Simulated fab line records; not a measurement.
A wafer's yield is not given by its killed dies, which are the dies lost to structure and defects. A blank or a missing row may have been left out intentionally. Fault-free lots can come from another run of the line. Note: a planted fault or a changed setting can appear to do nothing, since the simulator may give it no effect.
Commonality check across tools    flow nand-harc    Sample size 12 lots and 36 wafers

== WHAT PROMPTED THE OPENING ==
On 2 of the 12 lots, a flag is raised at NHARC_P_ZERO_WELL_CD_MEAS_11 on the reading cd-nm. Wafers without a fault read 501.8 nm, standard deviation 1.9.
Rule: a lot gets a flag if all its wafers with a number sit over 4 standard deviations from that mean, or if no wafer of it has a number. As for the other lots, they are considered sound.

lot   measured      on         cd-nm (nm), wafer by wafer  flag
L750  day 2 07:14   cd-sem-01  500.3 503.7 499.3           
L753  day 3 13:14   cd-sem-02  502.0 504.2 499.7           
L754  day 3 23:07   cd-sem-03  502.5 500.3 498.5           
L756  day 4 19:16   cd-sem-02  501.1 504.6 504.6           
L757  day 5 05:08   cd-sem-03  500.6 501.0 499.2           
L762  day 7 07:15   cd-sem-01  500.0 501.9 502.2           
L763  day 7 17:15   cd-sem-03  503.9 502.9 504.9           
L764  day 8 03:07   cd-sem-01  517.5 516.5 517.7           FLAGGED
L766  day 8 23:07   cd-sem-03  519.7 519.0 521.5           FLAGGED
L769  day 10 05:21  cd-sem-02  500.3 501.2 498.8           
L770  day 10 15:08  cd-sem-02  500.5 497.6 501.9           
L772  day 11 11:08  cd-sem-03  505.6 502.2 502.8           
Average over the flagged lots: 518.6 nm; offset from the usual +16.8 nm, equal to +9 standard deviations.

== LOT BY LOT: THE TOOL USED ==
The record keeps 1 process step preceding the reading, out of 1302 steps on the route. In each cell: the tool, then ch and the chambers that the sampled wafers went through, then the start.
lot   flag     NHARC_P_ZERO_WELL_SOFTBAKE_06
L750           litho-track-07 ch 0, day 2 06:00
L753           litho-track-02 ch 0, day 3 12:00
L754           litho-track-05 ch 0, day 3 22:00
L756           litho-track-02 ch 0, day 4 18:00
L757           litho-track-02 ch 0, day 5 04:00
L762           litho-track-05 ch 0, day 7 06:00
L763           litho-track-02 ch 0, day 7 16:00
L764  FLAGGED  litho-track-02 ch 0, day 8 02:00
L766  FLAGGED  litho-track-02 ch 0, day 8 22:00
L769           litho-track-07 ch 0, day 10 04:00
L770           litho-track-05 ch 0, day 10 14:00
L772           litho-track-05 ch 0, day 11 10:00
What is done by these steps:
- NHARC_P_ZERO_WELL_SOFTBAKE_06: time 70 s.
- NHARC_P_ZERO_WELL_CD_MEAS_11: target cd 500 nm.

== FLAGGED AGAINST TOTAL, ONE TOOL AT A TIME (gauges that did the reading follow at the end) ==
step                           tool            lots run  flagged  share of the flagged lots  sound lots run after its first flagged lot
NHARC_P_ZERO_WELL_SOFTBAKE_06  litho-track-02  6         2        all                        0
NHARC_P_ZERO_WELL_SOFTBAKE_06  litho-track-05  4         0        none                       -
NHARC_P_ZERO_WELL_SOFTBAKE_06  litho-track-07  2         0        none                       -
NHARC_P_ZERO_WELL_CD_MEAS_11   cd-sem-01       3         1        some                       0
NHARC_P_ZERO_WELL_CD_MEAS_11   cd-sem-02       4         0        none                       -
NHARC_P_ZERO_WELL_CD_MEAS_11   cd-sem-03       5         1        some                       1 (L772)

== WHAT THE TABLE ALLOWS ==
Rows of the table that ran each flagged lot: 1, that is litho-track-02 at NHARC_P_ZERO_WELL_SOFTBAKE_06.
- litho-track-02 at NHARC_P_ZERO_WELL_SOFTBAKE_06: 2 of its 6 lots flagged. Last sound lot L763 at day 7 16:00, first flagged lot L764 at day 8 02:00; a fault beginning in between fits. Its own readings lie more than 4 standard deviations out on every wafer of the flagged lots: heater-power-total-W, plate-temp-C.
litho-track-02 at NHARC_P_ZERO_WELL_SOFTBAKE_06 is the single tool remaining.

== WHAT THE SIMULATOR HAD PUT IN ==
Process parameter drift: litho-track-02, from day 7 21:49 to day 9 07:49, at NHARC_P_ZERO_WELL_SOFTBAKE_06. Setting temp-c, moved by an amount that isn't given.
Lots struck among those shown: L764, L766. The rule given above showed the same thing.
